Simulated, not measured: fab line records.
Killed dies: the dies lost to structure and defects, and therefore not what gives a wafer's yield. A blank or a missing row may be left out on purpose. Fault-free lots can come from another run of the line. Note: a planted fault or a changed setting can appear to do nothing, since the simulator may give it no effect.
Split-lot study + flow n5_finfet + on a route of 1938 steps: 7 lots, 39 wafers read

## ON THE SPLIT
At N5_MOL_CONTACT_COAG_ETCH_91 (etches SOC in N2/H2, target depth 60 nm, overetch 21 nm, time 101.2 s), the setting time_s was moved away from the recipe's 101.2 s on 15 of the 39 wafers read, by -11.5% to +22.5%. The other wafers ran this setting at the recipe's value.

The split's own step is where the reading is taken.

## THE READING
SiARC_of_MOL_CONTACT_COAG_COAT_76.thk_nm (the simulator's own value, which no gauge read), in nm, at N5_MOL_CONTACT_COAG_ETCH_91 (etches SOC in N2/H2, target depth 60 nm, overetch 21 nm, time 101.2 s). There is no usual value for it anywhere in the file. The 24 wafers here that ran the recipe average 5.8 nm, standard deviation 0.075 nm.

| wafer  | tool, chamber at the split | time_s as run, s | against the recipe | SiARC_of_MOL_CONTACT_COAG_COAT_76.thk_nm, nm | against lot-mates on the recipe |
|--------|----------------------------|------------------|--------------------|----------------------------------------------|---------------------------------|
| L075.1 | rie_diel-05, 3,1,0,3       | 101.2            | recipe             | 5.8                                          | -                               |
| L075.2 | rie_diel-05, 3,1,0,3       | 101.2            | recipe             | 5.8                                          | -                               |
| L075.3 | rie_diel-05, 3,1,0,3       | 101.2            | recipe             | 5.8                                          | -                               |
| L075.5 | rie_diel-05, 3,1,0,3       | 101.2            | recipe             | 5.8                                          | -                               |
| L075.4 | rie_diel-05, 2             | 101.2            | recipe             | 6                                            | -                               |
| L075.6 | rie_diel-05, 2             | 101.2            | recipe             | 6                                            | -                               |
| L076.1 | rie_diel-03, 3             | 89.54            | -11.5%             | 6.2                                          | +0.4                            |
| L076.2 | rie_diel-03, 1,2,2         | 101.2            | recipe             | 5.8                                          | -                               |
| L076.3 | rie_diel-03, 1,2,2         | 101.2            | recipe             | 5.8                                          | -                               |
| L076.6 | rie_diel-03, 1,2,2         | 101.2            | recipe             | 5.8                                          | -                               |
| L076.4 | rie_diel-03, 0,3           | 89.54            | -11.5%             | 6.4                                          | +0.6                            |
| L076.5 | rie_diel-03, 0,3           | 89.54            | -11.5%             | 6.4                                          | +0.6                            |
| L078.2 | rie_diel-05, 0,2,1         | 101.2            | recipe             | 5.8                                          | -                               |
| L078.3 | rie_diel-05, 0,2,1         | 101.2            | recipe             | 5.8                                          | -                               |
| L078.4 | rie_diel-05, 0,2,1         | 101.2            | recipe             | 5.8                                          | -                               |
| L082.1 | rie_diel-02, 1,2,0         | 101.2            | recipe             | 5.8                                          | -                               |
| L082.2 | rie_diel-02, 1,2,0         | 101.2            | recipe             | 5.8                                          | -                               |
| L082.3 | rie_diel-02, 1,2,0         | 101.2            | recipe             | 5.8                                          | -                               |
| L082.4 | rie_diel-02, 3,0,3         | 124              | +22.5%             | 4.8                                          | -1.0                            |
| L082.5 | rie_diel-02, 3,0,3         | 124              | +22.5%             | 4.8                                          | -1.0                            |
| L082.6 | rie_diel-02, 3,0,3         | 124              | +22.5%             | 4.8                                          | -1.0                            |
| L090.1 | rie_diel-03, 0             | 109.5            | +8.2%              | 5.4                                          | -0.5                            |
| L090.2 | rie_diel-03, 2             | 101.2            | recipe             | 6                                            | -                               |
| L090.3 | rie_diel-03, 3,2           | 101.2            | recipe             | 5.8                                          | -                               |
| L090.5 | rie_diel-03, 3,2           | 101.2            | recipe             | 5.8                                          | -                               |
| L090.4 | rie_diel-03, 1,3           | 109.5            | +8.2%              | 5.6                                          | -0.3                            |
| L090.6 | rie_diel-03, 1,3           | 109.5            | +8.2%              | 5.6                                          | -0.3                            |
| L094.1 | rie_diel-03, 3,0           | 101.2            | recipe             | 5.8                                          | -                               |
| L094.2 | rie_diel-03, 3,0           | 101.2            | recipe             | 5.8                                          | -                               |
| L094.3 | rie_diel-03, 1,2           | 120.7            | +19.3%             | 5                                            | -0.9                            |
| L094.4 | rie_diel-03, 1,2           | 120.7            | +19.3%             | 5                                            | -0.9                            |
| L094.5 | rie_diel-03, 1             | 120.7            | +19.3%             | 5.2                                          | -0.7                            |
| L094.6 | rie_diel-03, 2             | 101.2            | recipe             | 6                                            | -                               |
| L095.1 | rie_diel-03, 0,2,3         | 120.3            | +18.9%             | 5                                            | -0.8                            |
| L095.3 | rie_diel-03, 0,2,3         | 120.3            | +18.9%             | 5                                            | -0.8                            |
| L095.4 | rie_diel-03, 0,2,3         | 120.3            | +18.9%             | 5                                            | -0.8                            |
| L095.2 | rie_diel-03, 1,0,3         | 101.2            | recipe             | 5.8                                          | -                               |
| L095.5 | rie_diel-03, 1,0,3         | 101.2            | recipe             | 5.8                                          | -                               |
| L095.6 | rie_diel-03, 1,0,3         | 101.2            | recipe             | 5.8                                          | -                               |
The file does not say which wafer passed through which chamber wherever a row lists several chambers: such a row stands for several wafers.

THE FIT
A straight line over all 39 wafers: SiARC_of_MOL_CONTACT_COAG_COAT_76.thk_nm changes by -0.0434 nm for each +1% of time_s; r = -0.98; the points scatter about the line by 0.082 nm.
The same after taking each lot's own level away (the mean of its wafers on the recipe; 39 wafers): -0.0434 nm for each +1%; r = -0.99; scatter 0.073 nm.
That fit puts the effect of the largest move of time_s on the reading at 0.98 nm.
Across the lots, their own levels run from 5.80 to 5.87 nm, a range of 0.9 times the standard deviation given above.
Hence the lot-to-lot level has little effect on the slope; both slopes agree.
Check: -0.968 nm against its lot-mates is what the line predicts for one of the wafers moved furthest among these (+22.5%) when that wafer is left out of the fit. It came out at -1 nm against them.

## OTHER SPLITS ON THESE WAFERS
Other splits were also applied to these wafers ahead of the reading. Each is held against what the fit with the lots' levels taken away leaves over:
| other split on the same wafers        | wafers away from the commonest value | r with SiARC_of_MOL_CONTACT_COAG_COAT_76.thk_nm (lot level and that fit taken away) |
|---------------------------------------|--------------------------------------|-------------------------------------------------------------------------------------|
| N5_DUMMY_GATE_EXPOSE_12 dose_mj       | 9                                    | +0.02                                                                               |
| N5_SD_EPI_P_ETCH_36 bias_w            | 6                                    | -0.01                                                                               |
| N5_HKMG_FIN_ETCH_55 time_s            | 15                                   | -0.10                                                                               |
| N5_HKMG_FIN_ETCH_32 source_w          | 15                                   | +0.07                                                                               |
| N5_MOL_CONTACT_COAG_EXPOSE_81 dose_mj | 18                                   | -0.02                                                                               |

## FILE'S OWN FIT
SiARC_of_MOL_CONTACT_COAG_COAT_76.thk_nm changes by -0.0431 nm for each +1% of time_s, r = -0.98.
